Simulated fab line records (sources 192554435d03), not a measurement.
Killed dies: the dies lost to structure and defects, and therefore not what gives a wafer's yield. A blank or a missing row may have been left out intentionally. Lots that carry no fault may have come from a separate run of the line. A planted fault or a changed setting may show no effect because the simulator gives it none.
Comparing a struck lot with a sound one ; flow n5-finfet ; 15 out of 1938 route steps
Sound: the wafers L921.1, L921.2, L921.6. Struck: wafer L923.2. (L923.1, L923.6 of the same lot were not struck and are left out.) The cause comes at the end.
Per side, at each step with rows, come the tool, then ch with its chambers, and then its first start. Under that, the readings that differ: sound wafers ; struck wafers ; difference of the means ; sigmas: that difference in standard deviations of wafers without a fault.
alike: readings whose means differ by less than 2 such deviations, and words and numbers that are the same on both sides. not compared: withheld readings, readings that some wafer has no value for, bounds like >300 that may hide the same value, and numbers for which the record gives no deviation and whose values overlap.
Wherever a step has rows on one side only, a row that says differs or no value, or a row with sigmas, the two part there. Numbers that don't overlap but have no deviation are shown without sigmas and don't part them. A reading missing from all wafers of one side parts the sides only when that side holds two or more wafers.

first, 1 step without rows for these wafers: N5_BEOL_M11_STRIP_77 (strips in N2/H2, time 10 s).
N5_BEOL_M11_OCD_MEAS_38:
  sound on ocd-02 at day 12 05:55; struck on ocd-02 at day 13 03:43
  alike: trench-depth-nm
then, 4 steps without rows for these wafers: N5_BEOL_M11_HM_STRIP_39 (strips TiN in peroxide tin strip, target depth 25 nm, time 158 s); N5_BEOL_M11_SRD_40 (time 30 s); N5_BEOL_M11_PRECLEAN_42 (cleans in residue remover, time 60 s); N5_BEOL_M11_SRD_43 (time 30 s).
N5_BEOL_M11_CD_MEAS_35: target cd 70 nm.
  sound on cd-sem-03 at day 12 06:04; struck on cd-sem-03 at day 13 03:53
reading;sound;struck;difference;sigmas
cd-nm (nm);70.0 70.0 70.0;68.9;-1.1;-2
N5_BEOL_M11_CURE_72: cures SiCOH lowk, time 120 s.
  sound on uv-cure-03 ch 0, day 12 06:07; struck on uv-cure-02 ch 2, day 13 03:55
reading;sound;struck;difference;sigmas
lamp-power-pct (%);52.28 52.34 52.31;52.18;-0.13;-2
  alike: wafer_temp_C_max
N5_BEOL_M11_DEGAS_44: time 60 s.
  sound on pvd-sputter-01 at day 12 06:34; struck on pvd-sputter-03 at day 13 04:18
  alike: heater-power-w
N5_BEOL_M11_PRE_CLEAN_45: time 30 s.
  sound on pvd-sputter-01 at day 12 06:37; struck on pvd-sputter-03 at day 13 04:20
  alike: heater-power-w
then, 1 step without rows for these wafers: N5_BEOL_M11_ALD_74 (deposits TaN, target thk 2 nm, pulse time 2 s, purge time 3 s).
N5_BEOL_M11_SURFACE_TREAT_76:
  sound on pvd-sputter-01 at day 12 06:59; struck on pvd-sputter-03 at day 13 04:50
  not compared: throttle-valve-pct
N5_BEOL_M11_CVD_75: deposits Co from CCTBA/H2, target thk 2 nm, time 138.9 s.
  sound on cvd-co-02 ch 0,1,2, day 12 07:04; struck on cvd-co-02 ch 1, day 13 04:54
reading;sound;struck;difference;sigmas
run-length-s (s);162.7 161.3 161.1;292.0;+130.3;+99 or more
N5_BEOL_M11_SPUTTER_48: material Cu, target thk 12 nm, time 2 s.
  sound on pvd-sputter-01 at day 12 07:14; struck on pvd-sputter-03 at day 13 05:04
reading;sound;struck;difference;sigmas
bias-v (V);60.2 58.8 59.5;60.9;+1.4;+2
  alike: throttle-valve-pct
N5_PASSIVATION_PROBE_49:
  sound wafers here have rows in the record (prober-02, day 14 02:14); struck ones have none

== WHERE THEY PART ==
First at N5_BEOL_M11_CD_MEAS_35; last, within this record, at N5_PASSIVATION_PROBE_49.

WHY: whatever the simulator had introduced
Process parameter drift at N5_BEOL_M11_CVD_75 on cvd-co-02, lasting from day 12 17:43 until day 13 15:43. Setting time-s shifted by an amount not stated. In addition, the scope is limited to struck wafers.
